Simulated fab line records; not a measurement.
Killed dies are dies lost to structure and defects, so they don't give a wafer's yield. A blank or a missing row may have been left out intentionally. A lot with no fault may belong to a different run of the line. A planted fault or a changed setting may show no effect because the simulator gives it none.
fab line records	flow n5-finfet
record lots=24	wafers=72	last-day=17
route steps=1938 shown BEOL_M1@799
lots that met no fault: from a run of the same line without faults
start-h: hours from the record's opening day to when the first of the lot's shown wafers began	wait-h: time in hours since the lot's previous step	" unchanged from the row above	L1.1+2: one row covering several wafers at once	- no value present, or no start provided	* or withheld: withheld	< > ~ a bound
route shown NAME@n: names a module that has steps shown in the file, with the first one's number in the route	usual: mean/standard deviation of fault-free wafers	same: alike in all rows	chamber/n: place in a boat	sites: the reading at each site	_std_site: the standard deviation of these	_edge_site: outer sites' mean less inner sites'	radius-mm: for every site, how far away it sits from the centre of the wafer	mask NAME#n: copy n	behind: the most recent tool/chamber to have shaped the wafer	hold: why the lot went on hold/how many hours it stayed there/how the hold came to an end	device: whichever transistor did not switch (one of n, p or np)	end of line: tests run on the same wafers once the route is complete	a step given without rows: its recipe and nothing more	killed: count of dies lost to structure and defects at first sort (not the wafer's yield)	map: a wafer's dies, marking killed ones x, the rest . and places with no die _
set.NAME: the setting as run; set.NAME@STEP: as run at that earlier step	model.NAME: the simulator's own value behind a step, which no gauge read
one table for each step of the route and one row for each wafer, over a sample of lots
services: a tool's chamber out of use, with start hour (start-h, from the record's first day; less than 0 if before it), hours out, and reason
## steps
# step N5_BEOL_M1_STRIP_36
# recipe chemistry=N2/H2	power-w=450	temp-c=40	pressure-mtorr=20	rf-frequency-hz=6e+07	overash-fraction=0.3	bias-power-w=7	h2-frac=0.5	n2-flow-sccm=200	h2-flow-sccm=200
# usual chamber-pressure-mTorr=20.002/0.026	drypump-motor-current-A=6.0/0.56	oes-product-au=0.75/0.081	power-w=450.3/1.2	rf-vpp-V=59.4/1.4	showerhead-plenum-p-Torr=2.51/0.075	throttle-valve-pct=23.6/0.33
# same overash-fraction=0.3
lot.wafer	tool	chamber	start-h	wait-h	chamber-pressure-mTorr	drypump-motor-current-A	oes-product-au	power-w	rf-hours-counter-h	rf-vpp-V	showerhead-plenum-p-Torr	throttle-valve-pct
L074.3	rie-diel-03	2	127.37	0.0	19.961	6.2	0.70	450.6	256	57.9	2.57	23.0
L074.4	"	2	"	"	19.983	6.2	0.69	449.1	-	60.9	2.57	23.0
L074.5	"	3	"	"	20.043	6.4	0.73	450.9	-	60.8	2.51	24.0
L075.2	rie-diel-06	0	130.22	0.0	20.043	6.2	0.79	451.0	93	59.1	2.56	23.6
L075.3	"	1	"	"	19.994	6.0	0.67	451.2	242	57.8	2.48	23.7
L075.5	"	2	"	"	20.002	4.9	0.72	448.2	-	59.0	2.51	23.7
L076.3	rie-diel-03	2	133.27	0.0	19.989	6.2	0.69	449.9	258	60.5	2.57	23.0
L076.5	"	2	"	"	20.025	6.2	0.69	450.3	-	59.2	2.57	23.0
L076.6	"	0	"	"	19.989	6.4	0.79	451.2	-	59.3	2.42	23.5
L077.1	rie-diel-06	3	139.68	0.0	20.013	6.8	0.69	451.0	214	60.6	2.42	23.8
L077.4	"	2	"	"	20.047	4.9	0.72	450.6	194	59.6	2.51	23.7
L077.5	"	2	"	"	20.036	4.9	0.72	452.2	-	57.7	2.51	23.7
L078.2	rie-diel-03	2	148.15	0.0	19.979	6.2	0.69	450.9	264	61.5	2.56	23.0
L078.5	"	2	"	"	19.996	6.2	0.69	452.4	-	59.4	2.56	23.0
L078.6	"	0	"	"	19.979	6.4	0.77	450.6	-	59.3	2.42	23.5
L079.1	rie-diel-06	0	156.35	0.0	19.991	6.1	0.79	449.9	102	62.1	2.55	23.6
L079.2	"	3	"	"	20.026	6.8	0.69	447.4	218	57.6	2.41	23.8
L079.3	"	2	"	"	19.990	4.9	0.71	450.8	199	60.5	2.51	23.7
L080.2	rie-diel-06	3	159.59	0.0	19.998	6.8	0.69	450.7	219	59.9	2.41	23.8
L080.5	"	3	"	"	19.981	6.8	0.69	451.4	-	59.0	2.41	23.8
L080.6	"	2	"	"	20.007	4.9	0.70	450.1	-	60.1	2.51	23.7
L081.2	rie-diel-04	1	162.04	0.0	20.011	6.5	0.88	448.3	28	60.0	2.47	24.1
L081.4	"	0	"	"	20.009	6.4	0.70	452.0	176	58.5	2.54	23.3
L081.5	"	0	"	"	20.029	6.3	0.70	448.9	-	61.0	2.54	23.3
L082.2	rie-diel-03	0	176.73	0.0	19.991	6.4	0.76	448.7	156	59.4	2.41	23.5
L082.3	"	2	"	"	20.021	6.2	0.69	450.1	271	60.0	2.56	23.0
L082.5	"	1	"	"	19.991	5.8	0.75	447.9	-	59.7	2.62	23.4
L083.1	rie-diel-06	3	183.39	0.0	20.037	6.8	0.68	450.2	229	56.0	2.41	23.8
L083.3	"	0	"	"	19.977	6.1	0.78	448.8	112	60.3	2.55	23.7
L083.4	"	2	"	"	20.053	4.9	0.70	449.7	-	58.8	2.50	23.7
L084.2	rie-diel-03	2	187.22	0.0	20.010	6.2	0.68	448.5	274	57.8	2.56	23.0
L084.3	"	1	"	"	20.007	5.8	0.74	449.1	161	59.0	2.62	23.4
L084.4	"	0	"	"	19.982	6.4	0.76	452.5	158	59.6	2.41	23.5
L085.3	rie-diel-06	3	196.10	0.0	20.007	6.8	0.68	449.8	234	59.7	2.41	23.8
L085.5	"	2	"	"	19.953	4.9	0.69	450.0	-	60.8	2.50	23.7
L085.6	"	3	"	"	19.984	6.8	0.68	449.3	-	59.6	2.41	23.8
L086.4	rie-diel-06	2	204.60	0.0	19.977	4.9	0.70	450.5	-	59.5	2.50	23.7
L086.5	"	3	"	"	19.979	6.8	0.67	451.4	-	58.1	2.41	23.8
L086.6	"	0	"	"	19.933	6.1	0.77	452.1	-	60.3	2.55	23.7
L087.2	rie-diel-03	1	205.26	0.0	20.040	5.8	0.73	452.5	169	60.8	2.62	23.4
L087.3	"	3	"	"	19.993	6.5	0.70	449.4	241	58.5	2.49	24.1
L087.5	"	3	"	"	19.986	6.4	0.70	449.8	-	60.9	2.49	24.0
L088.2	rie-diel-06	3	213.93	0.0	20.018	6.8	0.66	449.9	241	57.7	2.40	23.8
L088.4	"	0	"	"	19.981	6.1	0.77	450.3	124	58.4	2.54	23.6
L088.6	"	2	"	"	20.001	4.9	0.70	450.9	-	59.1	2.50	23.7
L089.1	rie-diel-03	0	214.36	0.0	19.996	6.4	0.74	448.7	169	59.8	2.41	23.5
L089.2	"	1	"	"	20.025	5.8	0.73	450.2	172	60.5	2.62	23.4
L089.3	"	3	"	"	20.002	6.4	0.70	450.0	244	56.5	2.49	24.1
L090.1	rie-diel-03	3	217.25	0.0	19.998	6.4	0.69	448.7	245	58.0	2.49	24.0
L090.2	"	1	"	"	20.003	5.8	0.73	450.3	172	62.4	2.62	23.4
L090.3	"	0	"	"	19.979	6.4	0.76	450.1	169	57.7	2.41	23.5
L091.1	rie-diel-03	1	226.01	0.0	19.979	5.8	0.73	450.0	175	59.0	2.62	23.5
L091.5	"	3	"	"	19.974	6.5	0.70	449.4	-	60.3	2.49	24.1
L091.6	"	0	"	"	19.969	6.4	0.75	451.7	-	58.5	2.41	23.5
L092.3	rie-diel-06	3	235.02	0.0	19.970	6.8	0.67	448.7	248	62.3	2.40	23.8
L092.4	"	0	"	"	19.992	6.1	0.76	450.8	130	58.2	2.54	23.7
L092.5	"	1	"	"	19.966	6.0	0.95	450.3	-	58.0	2.47	23.4
L094.1	rie-diel-03	2	245.09	0.0	20.017	6.2	0.98	450.1	7	58.6	2.56	22.8
L094.2	"	1	"	"	19.945	5.7	0.73	451.7	181	59.2	2.61	23.4
L094.4	"	2	"	"	20.026	6.2	0.97	447.9	-	61.1	2.56	22.8
L093.1	rie-diel-04	3	245.27	0.0	20.008	5.6	0.74	450.8	184	61.5	2.65	24.4
L093.2	"	1	"	"	19.965	6.5	0.84	450.2	52	59.2	2.46	24.1
L093.5	"	0	"	"	19.994	6.4	0.68	451.0	-	60.8	2.53	23.3
L095.1	rie-diel-03	1	252.03	0.0	20.001	5.8	0.71	448.6	184	62.5	2.61	23.4
L095.3	"	0	"	"	19.990	6.4	0.75	450.1	179	59.1	2.41	23.6
L095.4	"	0	"	"	20.008	6.4	0.76	450.3	-	57.8	2.40	23.6
L096.2	rie-diel-03	0	268.88	0.0	20.063	6.4	0.73	452.7	187	59.1	2.40	23.5
L096.3	"	1	"	"	20.011	5.8	0.71	450.4	191	60.1	2.61	23.5
L096.6	"	1	"	"	20.011	5.8	0.71	449.8	-	58.1	2.61	23.5
L097.3	rie-diel-06	1	268.92	0.0	20.040	6.0	0.91	451.1	21	58.5	2.47	23.4
L097.5	"	3	"	"	20.027	6.8	0.97	450.2	-	58.7	2.72	23.5
L097.6	"	2	"	"	19.982	4.9	0.68	450.6	-	58.5	2.49	23.7
# step N5_BEOL_M1_ANNEAL_80
# recipe temp-c=400	time-s=240	ambient=vacuum
# usual heater-power-w=811/83	susceptor-temp-C=399.98/0.24	susceptor_temp_C_max=400.9/0.39
lot.wafer	tool	chamber	start-h	wait-h	heater-power-w	susceptor-temp-C	susceptor_temp_C_max
L074.3	pvd-sputter-01	-	128.93	0.0	927	400.27	400.8
L074.4	"	-	"	"	773	399.86	400.7
L074.5	"	-	"	"	790	399.72	400.8
L075.2	pvd-sputter-02	-	132.46	0.0	763	400.44	401.8
L075.3	"	-	"	"	1030	400.17	400.9
L075.5	"	-	"	"	882	399.87	400.8
L076.3	pvd-sputter-03	-	134.87	0.0	745	399.87	400.9
L076.5	"	-	"	"	730	400.21	401.6
L076.6	"	-	"	"	742	400.04	400.7
L077.1	pvd-sputter-01	-	141.57	0.0	781	399.80	401.0
L077.4	"	-	"	"	738	400.18	400.8
L077.5	"	-	"	"	788	400.04	401.6
L078.2	pvd-sputter-03	-	149.39	0.0	737	399.75	400.8
L078.5	"	-	"	"	728	399.89	400.8
L078.6	"	-	"	"	757	400.23	401.2
L079.1	pvd-sputter-03	-	158.21	0.0	752	400.41	401.4
L079.2	"	-	"	"	750	399.87	400.6
L079.3	"	-	"	"	810	400.35	401.4
L080.2	pvd-sputter-02	-	161.81	0.0	1033	399.75	400.4
L080.5	"	-	"	"	874	400.46	401.1
L080.6	"	-	"	"	799	399.91	400.9
L081.2	pvd-sputter-01	-	163.56	0.0	943	400.07	400.5
L081.4	"	-	"	"	790	399.77	400.8
L081.5	"	-	"	"	917	400.19	400.7
L082.2	pvd-sputter-01	-	178.94	0.0	775	400.29	401.2
L082.3	"	-	"	"	741	399.67	400.8
L082.5	"	-	"	"	947	400.13	400.7
L083.1	pvd-sputter-01	-	184.96	0.0	937	399.62	400.2
L083.3	"	-	"	"	717	399.75	400.7
L083.4	"	-	"	"	749	400.35	401.4
L084.2	pvd-sputter-03	-	188.96	0.0	813	400.00	401.1
L084.3	"	-	"	"	742	399.89	401.0
L084.4	"	-	"	"	765	400.23	401.3
L085.3	pvd-sputter-02	-	197.71	0.0	1020	399.84	400.4
L085.5	"	-	"	"	861	399.80	400.4
L085.6	"	-	"	"	773	400.15	401.4
L086.4	pvd-sputter-01	-	206.25	0.0	703	399.83	401.0
L086.5	"	-	"	"	746	399.50	400.6
L086.6	"	-	"	"	942	399.87	400.3
L087.2	pvd-sputter-02	-	207.05	0.0	763	399.64	400.6
L087.3	"	-	"	"	866	399.92	400.9
L087.5	"	-	"	"	801	400.14	401.6
L088.2	pvd-sputter-01	-	215.42	0.0	794	400.14	401.3
L088.4	"	-	"	"	751	400.16	401.5
L088.6	"	-	"	"	727	399.92	401.0
L089.1	pvd-sputter-02	-	216.83	0.0	873	400.14	401.0
L089.2	"	-	"	"	997	399.69	400.4
L089.3	"	-	"	"	856	399.81	400.5
L090.1	pvd-sputter-02	-	218.93	0.0	1013	400.31	400.9
L090.2	"	-	"	"	776	399.88	401.2
L090.3	"	-	"	"	888	400.23	400.8
L091.1	pvd-sputter-03	-	227.81	0.0	733	399.87	400.7
L091.5	"	-	"	"	750	399.99	401.2
L091.6	"	-	"	"	803	400.15	401.1
L092.3	pvd-sputter-01	-	236.46	0.0	734	399.85	400.9
L092.4	"	-	"	"	748	400.01	401.3
L092.5	"	-	"	"	909	399.84	400.3
L094.1	pvd-sputter-03	-	246.77	0.0	785	399.64	400.8
L094.2	"	-	"	"	802	400.20	401.9
L094.4	"	-	"	"	736	399.83	401.2
L093.1	pvd-sputter-02	-	247.12	0.0	996	399.75	400.4
L093.2	"	-	"	"	773	399.94	401.0
L093.5	"	-	"	"	782	400.14	401.4
L095.1	pvd-sputter-03	-	253.54	0.0	818	399.87	401.4
L095.3	"	-	"	"	736	399.71	400.6
L095.4	"	-	"	"	764	399.84	401.0
L096.2	pvd-sputter-02	-	270.50	0.0	1008	400.15	400.7
L096.3	"	-	"	"	869	399.95	400.6
L096.6	"	-	"	"	858	400.43	401.2
L097.3	pvd-sputter-01	-	270.61	0.0	737	400.16	401.0
L097.5	"	-	"	"	945	399.95	400.6
L097.6	"	-	"	"	716	400.25	401.1
# step N5_BEOL_M1_SPUTTER_86
# recipe material=Cu	target-thk-a=45	temp-c=-20	chamber-pressure-pa=0.07	power-w=withheld	time-s=8.29
# usual susceptor-temp-C=-20.02/0.1	throttle-valve-pct=30.0/1.6
lot.wafer	tool	chamber	start-h	wait-h	susceptor-temp-C	throttle-valve-pct
L074.3	pvd-sputter-01	-	129.29	0.1	-20.10	30.6
L074.4	"	-	"	"	-19.98	30.6
L074.5	"	-	"	"	-20.08	30.6
L075.2	pvd-sputter-02	-	132.85	0.1	-20.19	30.2
L075.3	"	-	"	"	-20.25	29.3
L075.5	"	-	"	"	-19.95	31.7
L076.3	pvd-sputter-03	-	135.23	0.1	-19.77	28.2
L076.5	"	-	"	"	-19.88	28.1
L076.6	"	-	"	"	-20.01	32.6
L077.1	pvd-sputter-01	-	141.93	0.1	-20.16	30.7
L077.4	"	-	"	"	-19.99	27.3
L077.5	"	-	"	"	-20.25	30.5
L078.2	pvd-sputter-03	-	149.75	0.1	-19.99	32.5
L078.5	"	-	"	"	-20.01	28.3
L078.6	"	-	"	"	-20.08	32.4
L079.1	pvd-sputter-03	-	158.57	0.1	-20.15	27.8
L079.2	"	-	"	"	-20.14	32.7
L079.3	"	-	"	"	-20.09	29.8
L080.2	pvd-sputter-02	-	162.17	0.1	-20.01	29.1
L080.5	"	-	"	"	-19.98	31.7
L080.6	"	-	"	"	-20.02	30.4
L081.2	pvd-sputter-01	-	163.92	0.1	-20.11	31.0
L081.4	"	-	"	"	-20.07	30.5
L081.5	"	-	"	"	-20.05	30.6
L082.2	pvd-sputter-01	-	179.35	0.1	-20.02	30.4
L082.3	"	-	"	"	-20.06	29.0
L082.5	"	-	"	"	-19.92	30.9
L083.1	pvd-sputter-01	-	185.32	0.1	-19.99	30.8
L083.3	"	-	"	"	-20.10	27.2
L083.4	"	-	"	"	-19.89	29.1
L084.2	pvd-sputter-03	-	189.32	0.1	-19.98	29.8
L084.3	"	-	"	"	-19.90	28.0
L084.4	"	-	"	"	-20.00	29.0
L085.3	pvd-sputter-02	-	198.07	0.1	-20.05	29.2
L085.5	"	-	"	"	-19.97	31.3
L085.6	"	-	"	"	-19.96	30.2
L086.4	pvd-sputter-01	-	206.61	0.1	-20.08	27.1
L086.5	"	-	"	"	-19.99	29.0
L086.6	"	-	"	"	-20.00	30.7
L087.2	pvd-sputter-02	-	207.41	0.1	-19.97	30.4
L087.3	"	-	"	"	-20.12	31.4
L087.5	"	-	"	"	-19.92	30.4
L088.2	pvd-sputter-01	-	215.78	0.1	-19.99	30.7
L088.4	"	-	"	"	-20.20	28.9
L088.6	"	-	"	"	-19.82	27.3
L089.1	pvd-sputter-02	-	217.19	0.1	-20.09	31.6
L089.2	"	-	"	"	-19.98	29.0
L089.3	"	-	"	"	-19.97	31.8
L090.1	pvd-sputter-02	-	219.29	0.1	-20.18	29.6
L090.2	"	-	"	"	-19.87	30.0
L090.3	"	-	"	"	-19.92	31.6
L091.1	pvd-sputter-03	-	228.17	0.1	-19.97	32.7
L091.5	"	-	"	"	-19.95	28.0
L091.6	"	-	"	"	-19.83	30.1
L092.3	pvd-sputter-01	-	236.82	0.1	-20.11	27.4
L092.4	"	-	"	"	-20.04	29.1
L092.5	"	-	"	"	-20.00	31.0
L094.1	pvd-sputter-03	-	247.16	0.1	-19.99	28.6
L094.2	"	-	"	"	-20.10	29.8
L094.4	"	-	"	"	-20.25	28.2
L093.1	pvd-sputter-02	-	247.48	0.1	-20.01	29.8
L093.2	"	-	"	"	-19.97	30.4
L093.5	"	-	"	"	-20.12	30.2
L095.1	pvd-sputter-03	-	253.90	0.1	-19.97	29.7
L095.3	"	-	"	"	-20.16	32.4
L095.4	"	-	"	"	-19.98	28.4
L096.2	pvd-sputter-02	-	270.86	0.1	-19.95	29.2
L096.3	"	-	"	"	-20.01	31.7
L096.6	"	-	"	"	-19.97	31.8
L097.3	pvd-sputter-01	-	270.97	0.1	-20.10	27.1
L097.5	"	-	"	"	-20.08	30.9
L097.6	"	-	"	"	-20.03	27.0
# step N5_BEOL_M1_SPUTTER_96
# recipe material=Cu	target-thk-a=45	temp-c=-20	chamber-pressure-pa=0.07	power-w=withheld	time-s=8.29
# usual susceptor-temp-C=-20.01/0.096	throttle-valve-pct=30.0/1.5
lot.wafer	tool	chamber	start-h	wait-h	susceptor-temp-C	throttle-valve-pct
L074.3	pvd-sputter-01	-	130.39	0.1	-20.10	30.8
L074.4	"	-	"	"	-19.89	30.7
L074.5	"	-	"	"	-19.94	30.6
L075.2	pvd-sputter-02	-	134.04	0.1	-20.04	30.4
L075.3	"	-	"	"	-20.04	29.5
L075.5	"	-	"	"	-20.13	31.6
L076.3	pvd-sputter-03	-	136.33	0.1	-19.95	27.9
L076.5	"	-	"	"	-19.91	28.3
L076.6	"	-	"	"	-19.96	32.2
L077.1	pvd-sputter-01	-	143.03	0.1	-20.17	30.1
L077.4	"	-	"	"	-20.01	27.2
L077.5	"	-	"	"	-19.97	30.5
L078.2	pvd-sputter-03	-	150.85	0.1	-20.06	32.6
L078.5	"	-	"	"	-19.82	28.3
L078.6	"	-	"	"	-20.21	32.5
L079.1	pvd-sputter-03	-	159.67	0.1	-20.06	28.1
L079.2	"	-	"	"	-20.00	32.6
L079.3	"	-	"	"	-19.93	29.8
L080.2	pvd-sputter-02	-	163.27	0.1	-19.96	29.5
L080.5	"	-	"	"	-20.02	31.6
L080.6	"	-	"	"	-19.96	30.3
L081.2	pvd-sputter-01	-	165.02	0.1	-19.90	31.0
L081.4	"	-	"	"	-20.03	30.5
L081.5	"	-	"	"	-20.11	30.9
L082.2	pvd-sputter-01	-	180.58	0.1	-20.08	30.6
L082.3	"	-	"	"	-19.96	28.9
L082.5	"	-	"	"	-19.90	30.7
L083.1	pvd-sputter-01	-	186.42	0.1	-20.10	30.7
L083.3	"	-	"	"	-20.14	27.5
L083.4	"	-	"	"	-19.92	29.1
L084.2	pvd-sputter-03	-	190.42	0.1	-19.97	30.1
L084.3	"	-	"	"	-19.94	28.2
L084.4	"	-	"	"	-19.97	28.7
L085.3	pvd-sputter-02	-	199.17	0.1	-20.13	28.9
L085.5	"	-	"	"	-20.03	31.3
L085.6	"	-	"	"	-20.02	30.4
L086.4	pvd-sputter-01	-	207.71	0.1	-19.91	27.3
L086.5	"	-	"	"	-20.03	29.0
L086.6	"	-	"	"	-20.06	30.8
L087.2	pvd-sputter-02	-	208.51	0.1	-19.96	30.4
L087.3	"	-	"	"	-19.88	31.6
L087.5	"	-	"	"	-19.95	30.4
L088.2	pvd-sputter-01	-	216.88	0.1	-20.07	30.6
L088.4	"	-	"	"	-19.91	29.2
L088.6	"	-	"	"	-19.91	27.2
L089.1	pvd-sputter-02	-	218.29	0.1	-19.91	31.4
L089.2	"	-	"	"	-20.04	29.4
L089.3	"	-	"	"	-20.01	31.7
L090.1	pvd-sputter-02	-	220.39	0.1	-20.00	29.5
L090.2	"	-	"	"	-19.76	30.1
L090.3	"	-	"	"	-20.01	31.6
L091.1	pvd-sputter-03	-	229.27	0.1	-19.88	32.4
L091.5	"	-	"	"	-19.87	27.9
L091.6	"	-	"	"	-19.94	30.0
L092.3	pvd-sputter-01	-	237.92	0.1	-20.02	27.2
L092.4	"	-	"	"	-20.02	28.8
L092.5	"	-	"	"	-19.99	30.8
L094.1	pvd-sputter-03	-	248.36	0.1	-20.03	28.3
L094.2	"	-	"	"	-20.03	29.9
L094.4	"	-	"	"	-19.91	28.2
L093.1	pvd-sputter-02	-	248.58	0.1	-20.09	29.4
L093.2	"	-	"	"	-20.02	30.1
L093.5	"	-	"	"	-19.86	30.2
L095.1	pvd-sputter-03	-	255.00	0.1	-20.03	30.0
L095.3	"	-	"	"	-20.04	32.5
L095.4	"	-	"	"	-19.89	28.7
L096.2	pvd-sputter-02	-	271.96	0.1	-20.16	29.3
L096.3	"	-	"	"	-19.82	31.3
L096.6	"	-	"	"	-20.27	31.6
L097.3	pvd-sputter-01	-	272.07	0.1	-19.72	27.6
L097.5	"	-	"	"	-19.95	31.0
L097.6	"	-	"	"	-19.87	27.1
# step N5_BEOL_M1_PRE_CLEAN_60
# recipe gas=NH3/H2	time-s=15	temp-c=*	rf-power-w=300
# usual heater-power-w=85/38	susceptor-temp-C=*
lot.wafer	tool	chamber	start-h	wait-h	heater-power-w	susceptor-temp-C
L074.3	cvd-co-02	1	131.30	0.0	168	*
L074.4	"	2	"	"	63	*
L074.5	"	0	"	"	112	*
L075.2	cvd-co-01	0	135.42	0.0	82	*
L075.3	"	0	"	"	82	*
L075.5	"	2	"	"	51	*
L076.3	cvd-co-02	0	137.42	0.0	112	*
L076.5	"	2	"	"	65	*
L076.6	"	0	"	"	111	*
L077.1	cvd-co-02	0	146.24	0.0	109	*
L077.4	"	0	"	"	112	*
L077.5	"	2	"	"	65	*
L078.2	cvd-co-02	1	152.43	0.0	167	*
L078.5	"	0	"	"	112	*
L078.6	"	1	"	"	163	*
L079.1	cvd-co-02	1	161.00	0.0	164	*
L079.2	"	0	"	"	114	*
L079.3	"	2	"	"	66	*
L080.2	cvd-co-01	1	164.11	0.0	54	*
L080.5	"	0	"	"	80	*
L080.6	"	2	"	"	50	*
L081.2	cvd-co-02	1	165.85	0.0	165	*
L081.4	"	2	"	"	65	*
L081.5	"	0	"	"	112	*
L082.2	cvd-co-01	2	181.42	0.0	52	*
L082.3	"	0	"	"	85	*
L082.5	"	1	"	"	53	*
L083.1	cvd-co-01	2	187.24	0.0	52	*
L083.3	"	1	"	"	56	*
L083.4	"	0	"	"	83	*
L084.2	cvd-co-02	0	191.25	0.0	112	*
L084.3	"	1	"	"	165	*
L084.4	"	0	"	"	109	*
L085.3	cvd-co-01	2	200.66	0.0	52	*
L085.5	"	2	"	"	52	*
L085.6	"	1	"	"	53	*
L086.4	cvd-co-02	1	208.58	0.1	165	*
L086.5	"	0	"	"	111	*
L086.6	"	2	"	"	68	*
L087.2	cvd-co-01	0	209.34	0.0	83	*
L087.3	"	2	"	"	52	*
L087.5	"	0	"	"	82	*
L088.2	cvd-co-01	0	217.70	0.0	83	*
L088.4	"	2	"	"	51	*
L088.6	"	1	"	"	55	*
L089.1	cvd-co-01	2	219.12	0.0	50	*
L089.2	"	0	"	"	83	*
L089.3	"	1	"	"	55	*
L090.1	cvd-co-02	0	221.35	0.0	113	*
L090.2	"	1	"	"	170	*
L090.3	"	2	"	"	64	*
L091.1	cvd-co-01	2	230.19	0.0	50	*
L091.5	"	1	"	"	54	*
L091.6	"	0	"	"	84	*
L092.3	cvd-co-01	2	238.92	0.1	52	*
L092.4	"	0	"	"	84	*
L092.5	"	0	"	"	85	*
L094.1	cvd-co-02	2	249.19	0.0	65	*
L094.2	"	0	"	"	113	*
L094.4	"	0	"	"	113	*
L093.1	cvd-co-01	1	249.42	0.0	54	*
L093.2	"	0	"	"	82	*
L093.5	"	0	"	"	84	*
L095.1	cvd-co-01	0	255.82	0.0	84	*
L095.3	"	2	"	"	52	*
L095.4	"	2	"	"	52	*
L096.2	cvd-co-01	2	272.79	0.0	52	*
L096.3	"	1	"	"	54	*
L096.6	"	1	"	"	56	*
L097.3	cvd-co-01	2	272.98	0.0	52	*
L097.5	"	2	"	"	53	*
L097.6	"	0	"	"	83	*
# step N5_BEOL_M1_RS_MEAS_58
# recipe thk-meas-gauge=four-point-probe	reads=Co_of_BEOL_M1_CO_CAP_55+Cu_of_BEOL_M1_ECD_50+Co_of_BEOL_M1_CVD_47+TaN_of_BEOL_M1_ALD_84
# usual M1_RS=0.69/0.04
lot.wafer	tool	chamber	start-h	wait-h	M1_RS[ohm/sq]
L074.3	film-metro-01	-	131.52	0.1	0.69
L074.4	"	-	"	"	0.68
L074.5	"	-	"	"	0.64
L075.2	film-metro-02	-	135.70	0.1	0.74
L075.3	"	-	"	"	0.68
L075.5	"	-	"	"	0.66
L076.3	film-metro-02	-	137.65	0.1	0.70
L076.5	"	-	"	"	0.66
L076.6	"	-	"	"	0.70
L077.1	film-metro-01	-	146.47	0.0	0.72
L077.4	"	-	"	"	0.69
L077.5	"	-	"	"	0.75
L078.2	film-metro-02	-	152.65	0.1	0.70
L078.5	"	-	"	"	0.65
L078.6	"	-	"	"	0.69
L079.1	film-metro-02	-	161.24	0.0	0.67
L079.2	"	-	"	"	0.70
L079.3	"	-	"	"	0.61
L080.2	film-metro-01	-	164.33	0.1	0.70
L080.5	"	-	"	"	0.73
L080.6	"	-	"	"	0.66
L081.2	film-metro-01	-	166.08	0.1	0.62
L081.4	"	-	"	"	0.68
L081.5	"	-	"	"	0.62
L082.2	film-metro-01	-	181.64	0.1	0.71
L082.3	"	-	"	"	0.68
L082.5	"	-	"	"	0.62
L083.1	film-metro-01	-	187.46	0.0	0.68
L083.3	"	-	"	"	0.69
L083.4	"	-	"	"	0.63
L084.2	film-metro-02	-	191.47	0.1	0.67
L084.3	"	-	"	"	0.65
L084.4	"	-	"	"	0.64
L085.3	film-metro-02	-	200.89	0.1	0.70
L085.5	"	-	"	"	0.66
L085.6	"	-	"	"	0.69
L086.4	film-metro-01	-	208.82	0.1	0.62
L086.5	"	-	"	"	0.64
L086.6	"	-	"	"	0.63
L087.2	film-metro-02	-	209.57	0.1	0.64
L087.3	"	-	"	"	0.65
L087.5	"	-	"	"	0.62
L088.2	film-metro-01	-	217.93	0.1	0.64
L088.4	"	-	"	"	0.67
L088.6	"	-	"	"	0.63
L089.1	film-metro-01	-	219.34	0.0	0.73
L089.2	"	-	"	"	0.66
L089.3	"	-	"	"	0.71
L090.1	film-metro-01	-	221.58	0.0	0.69
L090.2	"	-	"	"	0.66
L090.3	"	-	"	"	0.65
L091.1	film-metro-02	-	230.44	0.1	0.63
L091.5	"	-	"	"	0.69
L091.6	"	-	"	"	0.69
L092.3	film-metro-01	-	239.18	0.1	0.74
L092.4	"	-	"	"	0.69
L092.5	"	-	"	"	0.70
L094.1	film-metro-01	-	249.44	0.1	0.72
L094.2	"	-	"	"	0.74
L094.4	"	-	"	"	0.69
L093.1	film-metro-01	-	249.64	0.0	0.67
L093.2	"	-	"	"	0.73
L093.5	"	-	"	"	0.68
L095.1	film-metro-02	-	256.05	0.0	0.70
L095.3	"	-	"	"	0.79
L095.4	"	-	"	"	0.74
L096.2	film-metro-02	-	273.04	0.1	0.79
L096.3	"	-	"	"	0.76
L096.6	"	-	"	"	0.77
L097.3	film-metro-02	-	273.23	0.1	0.75
L097.5	"	-	"	"	0.70
L097.6	"	-	"	"	0.70
## services
tool	chamber	start-h	hours	kind
rie-diel-03	3	108.49	18.4	repair
cvd-co-01	1	114.67	-	clean
cvd-co-01	1	114.67	22.0	scheduled-down
cvd-co-01	1	114.67	22.0	vent-cycle
rie-diel-06	2	117.44	3.9	repair
rie-diel-06	3	129.47	5.2	repair
rie-diel-03	2	162.91	8.3	repair
cvd-co-01	-	176.03	0.4	repair
rie-diel-03	-	183.68	1.5	repair
rie-diel-04	-	189.36	0.7	repair
rie-diel-03	2	189.95	11.4	repair
rie-diel-06	1	200.94	9.8	repair
rie-diel-03	2	201.58	-	clean
rie-diel-03	2	201.58	-	consumable-replace:focus-ring
rie-diel-03	2	201.58	20.9	scheduled-down
rie-diel-03	2	201.58	20.9	vent-cycle
cvd-co-01	1	207.32	1.8	repair
cvd-co-02	-	209.02	2.8	pm
cvd-co-01	1	234.67	12.4	repair
rie-diel-03	3	235.47	-	clean
rie-diel-03	3	235.47	-	consumable-replace:focus-ring
rie-diel-03	3	235.47	22.2	scheduled-down
rie-diel-03	0	248.64	2.4	repair
rie-diel-04	0	270.55	4.8	repair
## key
fault none
